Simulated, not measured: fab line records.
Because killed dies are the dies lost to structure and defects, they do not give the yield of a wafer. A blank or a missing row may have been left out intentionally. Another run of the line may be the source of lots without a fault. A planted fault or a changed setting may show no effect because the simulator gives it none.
fab line records | flow nand_harc
record: lots: 13 | wafers: 39 | last_day: 24
route steps=1159 shown P_BONDPAD@377 A_SOURCE_PLATE@415 A_ONON_D1@429 END@1159
lots untouched by any fault: they come from a run of this same line in which no faults occurred
start_h: the number of hours between the record's first day and the start of the first shown wafer of the lot | wait_h: hours since the lot's step before | " unchanged from the row above | L1.1+2: a row that stands for several wafers | - no value, or no start given | * or withheld: withheld | < > ~ a bound
route shown NAME@n: names a module that has steps shown in the file, with the first one's number in the route | usual: average and standard deviation across the fault-free wafers | same: alike in all rows | chamber/n: place in a boat | sites: per-site readings | _std_site: the standard deviation of these | _edge_site: the outer-site mean with the inner-site mean subtracted | radius_mm: how far each site lies from the wafer's centre | mask NAME#n: copy n | behind: the tool/chamber that last shaped the wafer | hold: the reason the lot was held/the length of the hold in hours/how it ended | device: which transistor (n, p or np) failed to switch | end of line: tests run on the same wafers once the route is complete | where a step has no rows: the recipe by itself | killed: at the first sort, the dies lost to defects and structure; wafer yield is something else | map: the dies of a wafer, with x for killed, . for not killed, _ for no die there
set.NAME: the setting that was run; set.NAME@STEP: the one run at that earlier step | model.NAME: the simulator's own value behind a step, which no gauge read
route steps across a sampled set of lots; one table per step, one row per wafer
services: the hour from which a tool's chamber was out of use, counted from the record's first day as start_h (under 0 if before that day), plus the number of hours and why
== steps ==
step: NHARC_P_BONDPAD_PVD_27
recipe: target_thk_a: 300 | chamber_pressure_pa: 5 | power_w: 5000 | substrate_temp_c: 30 | time_s: 20.49 | material: Cu
usual: substrate_temp_c: 30.00/0.11 | throttle_valve_pct: 29.8/1.5
lot.wafer | tool           | chamber | start_h | wait_h | substrate_temp_c | throttle_valve_pct
L841.4    | pvd_sputter-01 | -       | -       | -      | 30.06            | 30.7
L841.1    | "              | -       | "       | "      | 30.27            | 30.4
L841.6    | "              | -       | "       | "      | 30.01            | 30.8
L843.3    | pvd_sputter-03 | -       | -       | -      | 29.99            | 29.7
L843.1    | "              | -       | "       | "      | 29.98            | 32.6
L843.5    | "              | -       | "       | "      | 30.03            | 28.5
L846.3    | pvd_sputter-03 | -       | -       | -      | 30.22            | 30.1
L846.5    | "              | -       | "       | "      | 30.04            | 32.3
L846.6    | "              | -       | "       | "      | 29.97            | 28.7
L845.2    | pvd_sputter-01 | -       | -       | -      | 30.02            | 30.7
L845.4    | "              | -       | "       | "      | 29.95            | 30.4
L845.5    | "              | -       | "       | "      | 30.11            | 30.6
L844.3    | pvd_sputter-03 | -       | -       | -      | 30.11            | 28.6
L844.5    | "              | -       | "       | "      | 29.89            | 32.2
L844.6    | "              | -       | "       | "      | 30.12            | 28.6
L847.3    | pvd_sputter-03 | -       | -       | -      | 29.93            | 29.7
L847.1    | "              | -       | "       | "      | 29.89            | 28.6
L847.5    | "              | -       | "       | "      | 29.97            | 30.1
L848.2    | pvd_sputter-03 | -       | -       | -      | 29.91            | 28.4
L848.3    | "              | -       | "       | "      | 30.18            | 29.9
L848.5    | "              | -       | "       | "      | 29.94            | 28.6
L850.4    | pvd_sputter-03 | -       | -       | -      | 29.89            | 28.6
L850.2    | "              | -       | "       | "      | 29.92            | 28.8
L850.6    | "              | -       | "       | "      | 29.90            | 28.6
L849.1    | pvd_sputter-03 | -       | -       | -      | 30.30            | 28.4
L849.4    | "              | -       | "       | "      | 30.09            | 32.2
L849.5    | "              | -       | "       | "      | 30.13            | 28.7
L852.4    | pvd_sputter-03 | -       | -       | -      | 30.09            | 32.4
L852.6    | "              | -       | "       | "      | 30.08            | 29.8
L852.5    | "              | -       | "       | "      | 30.06            | 32.4
L855.1    | pvd_sputter-01 | -       | -       | -      | 30.10            | 27.9
L855.5    | "              | -       | "       | "      | 29.97            | 30.5
L855.6    | "              | -       | "       | "      | 30.03            | 27.6
L863.3    | pvd_sputter-01 | -       | -       | -      | 29.90            | 30.5
L863.5    | "              | -       | "       | "      | 29.84            | 30.5
L863.6    | "              | -       | "       | "      | 29.98            | 28.1
L864.4    | pvd_sputter-01 | -       | -       | -      | 29.92            | 30.9
L864.1    | "              | -       | "       | "      | 29.98            | 27.9
L864.2    | "              | -       | "       | "      | 30.04            | 30.1
step: NHARC_P_BONDPAD_ANNEAL_28
recipe: temp_c: 225 | time_s: 90
usual: wafer_temp_C_max: 226.2/0.35
lot.wafer | tool          | chamber | start_h | wait_h | wafer_temp_C_max
L841.1    | rtp_anneal-02 | 0       | 140.54  | -      | 225.8
L841.4    | "             | 0       | "       | "      | 226.3
L841.6    | "             | 0       | "       | "      | 226.4
L843.1    | rtp_anneal-01 | 0       | 147.07  | -      | 226.2
L843.3    | "             | 0       | "       | "      | 225.8
L843.5    | "             | 0       | "       | "      | 226.3
L846.3    | rtp_anneal-01 | 0       | 153.34  | 0.3    | 226.6
L846.5    | "             | 0       | "       | "      | 226.0
L846.6    | "             | 0       | "       | "      | 226.7
L845.2    | rtp_anneal-02 | 0       | 154.40  | -      | 225.7
L845.4    | "             | 0       | "       | "      | 225.7
L845.5    | "             | 0       | "       | "      | 225.8
L844.3    | rtp_anneal-01 | 0       | 160.82  | 0.3    | 226.2
L844.5    | "             | 0       | "       | "      | 226.7
L844.6    | "             | 0       | "       | "      | 226.5
L847.1    | rtp_anneal-01 | 0       | 169.75  | -      | 226.3
L847.3    | "             | 0       | "       | "      | 226.2
L847.5    | "             | 0       | "       | "      | 226.6
L848.2    | rtp_anneal-02 | 0       | 171.11  | 0.4    | 225.6
L848.3    | "             | 0       | "       | "      | 226.5
L848.5    | "             | 0       | "       | "      | 226.1
L850.2    | rtp_anneal-01 | 0       | 180.24  | -      | 226.2
L850.4    | "             | 0       | "       | "      | 226.7
L850.6    | "             | 0       | "       | "      | 226.4
L849.1    | rtp_anneal-01 | 0       | 182.79  | 0.3    | 226.6
L849.4    | "             | 0       | "       | "      | 226.2
L849.5    | "             | 0       | "       | "      | 226.6
L852.4    | rtp_anneal-01 | 0       | 210.94  | -      | 226.2
L852.5    | "             | 0       | "       | "      | 226.5
L852.6    | "             | 0       | "       | "      | 226.1
L855.1    | rtp_anneal-02 | 0       | 226.16  | -      | 226.0
L855.5    | "             | 0       | "       | "      | 225.9
L855.6    | "             | 0       | "       | "      | 225.7
L863.3    | rtp_anneal-02 | 0       | 262.63  | 0.4    | 225.6
L863.5    | "             | 0       | "       | "      | 226.2
L863.6    | "             | 0       | "       | "      | 225.5
L864.1    | rtp_anneal-02 | 0       | 267.40  | -      | 225.9
L864.2    | "             | 0       | "       | "      | 225.7
L864.4    | "             | 0       | "       | "      | 225.9
step: NHARC_A_SOURCE_PLATE_OXIDE_02
recipe: target_thk_a: 100 | temp_c: 900 | ox_time_s: 1362 | material: SiO2
usual: ox_temp_c: 900.0/0.33 | ox_time_s: 1362/0 | tube_center_temp_C: 900.01/0.088 | zone_power_top_pct: 37.5/2.1
lot.wafer | tool       | chamber | start_h | wait_h | ox_temp_c | ox_time_s | tube_center_temp_C | zone_power_top_pct
L841.1    | furnace-03 | 0       | 147.60  | -      | 899.9     | 1362      | 899.93             | 36.5
L841.4    | "          | 0       | "       | "      | 899.9     | 1362      | 899.9              | 35.8
L841.6    | "          | 0       | "       | "      | 899.8     | 1362      | 899.85             | 36.6
L843.1    | furnace-03 | 0       | 153.04  | -      | 900.4     | 1362      | 900.11             | 35.9
L843.3    | "          | 0       | "       | "      | 899.9     | 1362      | 900.1              | 36.0
L843.5    | "          | 0       | "       | "      | 900.4     | 1362      | 900.11             | 35.7
L845.2    | furnace-02 | 0       | 159.89  | -      | 899.8     | 1362      | 899.94             | 39.1
L845.4    | "          | 0       | "       | "      | 900.0     | 1362      | 899.92             | 39.7
L845.5    | "          | 0       | "       | "      | 900.1     | 1362      | 899.9              | 39.9
L846.3    | furnace-02 | 0       | 159.89  | -      | 899.7     | 1362      | 900.06             | 40.2
L846.5    | "          | 0       | "       | "      | 900.1     | 1362      | 900.08             | 39.4
L846.6    | "          | 0       | "       | "      | 899.9     | 1362      | 899.89             | 39.1
L844.3    | furnace-02 | 0       | 167.41  | -      | 899.9     | 1362      | 900.1              | 39.2
L844.5    | "          | 0       | "       | "      | 899.6     | 1362      | 899.97             | 39.8
L844.6    | "          | 0       | "       | "      | 900.0     | 1362      | 899.99             | 39.7
L847.1    | furnace-02 | 0       | 176.33  | -      | 900.4     | 1362      | 900.11             | 39.8
L847.3    | "          | 0       | "       | "      | 900.1     | 1362      | 899.84             | 39.7
L847.5    | "          | 0       | "       | "      | 899.7     | 1362      | 899.94             | 39.4
L848.2    | furnace-02 | 0       | 176.33  | -      | 900.1     | 1362      | 900.07             | 39.8
L848.3    | "          | 0       | "       | "      | 900.3     | 1362      | 900.13             | 39.7
L848.5    | "          | 0       | "       | "      | 900.2     | 1362      | 899.89             | 39.3
L849.1    | furnace-03 | 0       | 187.24  | -      | 900.2     | 1362      | 899.96             | 35.6
L849.4    | "          | 0       | "       | "      | 900.0     | 1362      | 900.07             | 36.3
L849.5    | "          | 0       | "       | "      | 899.7     | 1362      | 900.1              | 36.1
L850.2    | furnace-03 | 0       | 187.24  | -      | 900.1     | 1362      | 900.04             | 36.0
L850.4    | "          | 0       | "       | "      | 899.8     | 1362      | 899.97             | 35.5
L850.6    | "          | 0       | "       | "      | 900.5     | 1362      | 899.98             | 35.6
L852.4    | furnace-03 | -       | 218.03  | -      | -         | -         | -                  | -
L852.5    | "          | -       | "       | "      | -         | -         | -                  | -
L852.6    | "          | -       | "       | "      | -         | -         | -                  | -
L852.4    | furnace-03 | 0       | 221.96  | 0.3    | 899.7     | 1362      | 899.96             | 35.9
L852.5    | "          | 0       | "       | "      | 900.6     | 1362      | 899.98             | 36.3
L852.6    | "          | 0       | "       | "      | 900.1     | 1362      | 899.9              | 35.9
L855.1    | furnace-03 | 0       | 233.37  | -      | 900.0     | 1362      | 899.89             | 35.9
L855.5    | "          | 0       | "       | "      | 899.5     | 1362      | 899.97             | 35.7
L855.6    | "          | 0       | "       | "      | 898.9     | 1362      | 900                | 36.0
L855.1    | furnace-03 | 0       | 240.21  | 3.2    | 900.0     | 1362      | 899.81             | 36.1
L855.5    | "          | 0       | "       | "      | 900.1     | 1362      | 899.94             | 35.7
L855.6    | "          | 0       | "       | "      | 900.0     | 1362      | 900.11             | 36.3
L863.3    | furnace-02 | 0       | 269.55  | -      | 899.8     | 1362      | 900.07             | 39.5
L863.5    | "          | 0       | "       | "      | 899.7     | 1362      | 900.03             | 39.6
L863.6    | "          | 0       | "       | "      | 900.5     | 1362      | 900                | 39.6
L864.1    | furnace-08 | 0       | 275.54  | -      | 900.1     | 1362      | 899.86             | 32.3
L864.2    | "          | 0       | "       | "      | 900.5     | 1362      | 900.03             | 31.6
L864.4    | "          | 0       | "       | "      | 900.6     | 1362      | 900.09             | 31.7
step: NHARC_A_SOURCE_PLATE_THK_MEAS_09
recipe: thk_meas_gauge: ellipsometry
usual: thk_nm: 9.8/1
lot.wafer | tool          | chamber | start_h | wait_h | thk_nm
L841.1    | film_metro-02 | -       | 151.59  | 0.4    | 8.1
L841.4    | "             | -       | "       | "      | 11.0
L841.6    | "             | -       | "       | "      | 9.8
L843.1    | film_metro-01 | -       | 157.16  | 0.4    | 8.8
L843.3    | "             | -       | "       | "      | 11.2
L843.5    | "             | -       | "       | "      | 10.2
L845.2    | film_metro-02 | -       | 163.97  | 0.4    | 9.3
L845.4    | "             | -       | "       | "      | 10.6
L845.5    | "             | -       | "       | "      | 9.9
L846.3    | film_metro-01 | -       | 163.97  | 0.4    | 8.8
L846.5    | "             | -       | "       | "      | 9.3
L846.6    | "             | -       | "       | "      | 9.0
L844.3    | film_metro-02 | -       | 171.49  | 0.4    | 11.1
L844.5    | "             | -       | "       | "      | 10.7
L844.6    | "             | -       | "       | "      | 11.2
L847.1    | film_metro-01 | -       | 180.38  | 0.4    | 8.5
L847.3    | "             | -       | "       | "      | 8.9
L847.5    | "             | -       | "       | "      | 11.7
L848.2    | film_metro-02 | -       | 180.38  | 0.4    | 10.6
L848.3    | "             | -       | "       | "      | 11.8
L848.5    | "             | -       | "       | "      | 10.7
L850.2    | film_metro-01 | -       | 191.35  | 0.4    | 9.3
L850.4    | "             | -       | "       | "      | 10.8
L850.6    | "             | -       | "       | "      | 9.5
L849.1    | film_metro-01 | -       | 191.37  | 0.4    | 8.7
L849.4    | "             | -       | "       | "      | 9.1
L849.5    | "             | -       | "       | "      | 12.3
L852.4    | film_metro-02 | -       | 226.33  | 0.7    | 16.0
L852.5    | "             | -       | "       | "      | 16.1
L852.6    | "             | -       | "       | "      | 14.7
L855.1    | film_metro-01 | -       | 244.57  | 0.7    | 15.7
L855.5    | "             | -       | "       | "      | 16.9
L855.6    | "             | -       | "       | "      | 15.6
L863.3    | film_metro-01 | -       | 273.59  | 0.4    | 11.0
L863.5    | "             | -       | "       | "      | 10.0
L863.6    | "             | -       | "       | "      | 9.1
L864.1    | film_metro-01 | -       | 279.66  | 0.4    | 10.6
L864.2    | "             | -       | "       | "      | 10.1
L864.4    | "             | -       | "       | "      | 10.3
step: NHARC_A_ONON_D1_THK_MEAS_08
recipe: thk_meas_gauge: ellipsometry
usual: thk_nm: 1000/11
lot.wafer | tool          | chamber | start_h | wait_h | thk_nm
L841.1    | film_metro-01 | -       | 167.01  | -      | 1000
L841.4    | "             | -       | "       | "      | 997
L841.6    | "             | -       | "       | "      | 998
L843.1    | film_metro-02 | -       | 172.14  | -      | 1003
L843.3    | "             | -       | "       | "      | 1005
L843.5    | "             | -       | "       | "      | 1004
L846.3    | film_metro-01 | -       | 179.58  | -      | 991
L846.5    | "             | -       | "       | "      | 991
L846.6    | "             | -       | "       | "      | 991
L845.2    | film_metro-02 | -       | 179.61  | -      | 980
L845.4    | "             | -       | "       | "      | 979
L845.5    | "             | -       | "       | "      | 980
L844.3    | film_metro-01 | -       | 187.15  | -      | 988
L844.5    | "             | -       | "       | "      | 986
L844.6    | "             | -       | "       | "      | 986
L848.2    | film_metro-01 | -       | 195.18  | -      | 999
L848.3    | "             | -       | "       | "      | 999
L848.5    | "             | -       | "       | "      | 998
L847.1    | film_metro-02 | -       | 195.20  | -      | 979
L847.3    | "             | -       | "       | "      | 981
L847.5    | "             | -       | "       | "      | 979
L849.1    | film_metro-01 | -       | 207.10  | -      | 1012
L849.4    | "             | -       | "       | "      | 1014
L849.5    | "             | -       | "       | "      | 1011
L850.2    | film_metro-01 | -       | 207.24  | -      | 1008
L850.4    | "             | -       | "       | "      | 1009
L850.6    | "             | -       | "       | "      | 1007
L852.4    | film_metro-02 | -       | 236.61  | -      | 988
L852.5    | "             | -       | "       | "      | 989
L852.6    | "             | -       | "       | "      | 990
L855.1    | film_metro-01 | -       | 259.45  | -      | 1007
L855.5    | "             | -       | "       | "      | 1010
L855.6    | "             | -       | "       | "      | 1008
L863.3    | film_metro-01 | -       | 288.54  | -      | 998
L863.5    | "             | -       | "       | "      | 996
L863.6    | "             | -       | "       | "      | 996
L864.1    | film_metro-01 | -       | 294.57  | -      | 1008
L864.2    | "             | -       | "       | "      | 1007
L864.4    | "             | -       | "       | "      | 1008
step: NHARC_END_SORT_01
recipe: temp_c: 25
usual: killed_at_array: 29/11 | killed_at_other: 0.7/1.1 | killed_at_periphery: 2.9/2.2 | killed_dies: 33/11 | killed_open: 3.1/1.8 | killed_short: 1.9/1.4
same: gross_dies: 677
lot.wafer | tool      | chamber | start_h | wait_h | killed_at_array | killed_at_other | killed_at_periphery | killed_dies | killed_open | killed_short
L852.4    | prober-01 | 0       | 515.98  | 3.4    | 34              | 0               | 0                   | 34          | 0           | 2
L852.5    | prober-01 | 0       | 516.78  | 3.7    | 28              | 1               | 2                   | 31          | 3           | 2
L852.6    | prober-01 | 0       | 517.57  | 4.0    | 26              | 1               | 1                   | 28          | 2           | 0
killed by level:class
L852.4 A_SLIT:chamber_film_flake=14 A_CHANNEL_HOLE_D1:chamber_film_flake=8 A_CONTACT:chamber_film_flake=6 A_SGD_CUT:chamber_film_flake=3 A_CHANNEL_FILL_D1:geometric_particle:short=2 A_STAIRCASE:chamber_film_flake=1
L852.5 A_SLIT:chamber_film_flake=13 A_CONTACT:chamber_film_flake=4 A_CHANNEL_HOLE_D1:chamber_film_flake=3 A_ZERO_WELL:chamber_film_flake=2 A_SGD_CUT:chamber_film_flake=2 P_CONTACT:geometric_particle:short=1 P_M2:geometric_particle:short=1 A_ONON_D1:geometric_particle:open=1
L852.6 A_SLIT:chamber_film_flake=14 A_CHANNEL_HOLE_D1:chamber_film_flake=5 A_CONTACT:chamber_film_flake=4 A_CONTACT:geometric_particle:open=1 STARTING-WAFER:geometric_particle:open=1 P_M0:chamber_film_flake=1 A_STAIRCASE:chamber_film_flake=1 A_SGD_CUT:chamber_film_flake=1
== services ==
tool           | chamber | start_h | hours | kind
furnace-03     | -       | 125.34  | 1.2   | repair
pvd_sputter-01 | -       | 158.01  | 10.0  | pm
pvd_sputter-01 | -       | 169.99  | 10.7  | repair
pvd_sputter-01 | -       | 184.48  | 9.0   | repair
furnace-03     | -       | 205.30  | 12.7  | repair
pvd_sputter-03 | -       | 243.63  | 3.9   | repair
pvd_sputter-03 | -       | 261.82  | 19.4  | repair
== key ==
first_sign: step: NHARC_A_SOURCE_PLATE_OXIDE_02 | reading: visit | direction: added
effect: step: NHARC_A_SOURCE_PLATE_OXIDE_02 | reading: tool_record | direction: missing
effect: step: NHARC_A_SOURCE_PLATE_THK_MEAS_09 | reading: thk_nm | direction: up | sigmas: 6 | usual: 9.8 | struck: 15.8
met_at NHARC_A_SOURCE_PLATE_OXIDE_02
struck_lots L852,L855
tester_left_out L852,L855
not_acting_at NHARC_P_BONDPAD_PVD_27,NHARC_P_BONDPAD_ANNEAL_28,NHARC_A_ONON_D1_THK_MEAS_08
fault: kind: repeated_step_whole | tool: furnace-02,furnace-03,furnace-08 | chamber: - | onset_h: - | steps: NHARC_A_SOURCE_PLATE_OXIDE_02 | times: 1 | scope: struck_lots_only
tester_left_out: of these lots the tester's yield and bins aren't shown, on N5 and GAA mostly nor the transistor test; their killed dies are dies lost to structure and defects alone, not to doping, threshold or leakage, so they don't give the yield
